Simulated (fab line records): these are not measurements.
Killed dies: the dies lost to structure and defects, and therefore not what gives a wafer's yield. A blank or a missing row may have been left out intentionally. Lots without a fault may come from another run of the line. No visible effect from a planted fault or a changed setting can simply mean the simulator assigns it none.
Chamber matching :: flow nand-harc :: rie-diel-11 running NHARC_THIN_TSV_DESCUM_14: 4 sister chambers
The step chemistry O2, time 3 s. 4 wafers are shown with their chamber, then 7 later ones without.

== WAFERS PAIRED WITH THEIR CHAMBERS ==
wafer: L271.5
chamber: 0
drypump-motor-current-A (A): 5.8

wafer: L271.6
chamber: 3
drypump-motor-current-A (A): 5.3

wafer: L275.2
chamber: 1
drypump-motor-current-A (A): 6.1

wafer: L275.3
chamber: 2
drypump-motor-current-A (A): 5.3

== WAFERS WITH NO CHAMBER GIVEN ==
wafer: L275.5
drypump-motor-current-A (A): 6.1

wafer: L276.2
drypump-motor-current-A (A): 5.3

wafer: L276.4
drypump-motor-current-A (A): 5.3

wafer: L276.5
drypump-motor-current-A (A): 5.7

wafer: L280.1
drypump-motor-current-A (A): 6.1

wafer: L280.4
drypump-motor-current-A (A): 5.8

wafer: L280.5
drypump-motor-current-A (A): 6.1

== CHAMBER TAKEN BY EACH ==
wafer: L275.5
from the rows above: 1
in truth: 1

wafer: L276.2
from the rows above: can't be placed: 2 or 3
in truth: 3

wafer: L276.4
from the rows above: can't be placed: 2 or 3
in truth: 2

wafer: L276.5
from the rows above: 0
in truth: 0

wafer: L280.1
from the rows above: 1
in truth: 1

wafer: L280.4
from the rows above: 0
in truth: 0

wafer: L280.5
from the rows above: 1
in truth: 1
Placed correctly: 5 of 7. These rows do not allow placing 2 (true chamber among the candidates in 2). Placed wrongly: 0.
How it was worked out, from the rows above alone: a wafer's distance from a chamber is the root of the sum, over the readings, of the square of ((its reading less the chamber's mean) divided by the reading's scatter). If the next closest chamber is less than 2 further off than the closest, the wafer can't be placed; otherwise it belongs to the closest. Each chamber's mean is taken over the wafers shown for it. The scatter: root of mean squared gap, hidden wafer to nearest shown wafer, with one shown wafer a chamber.
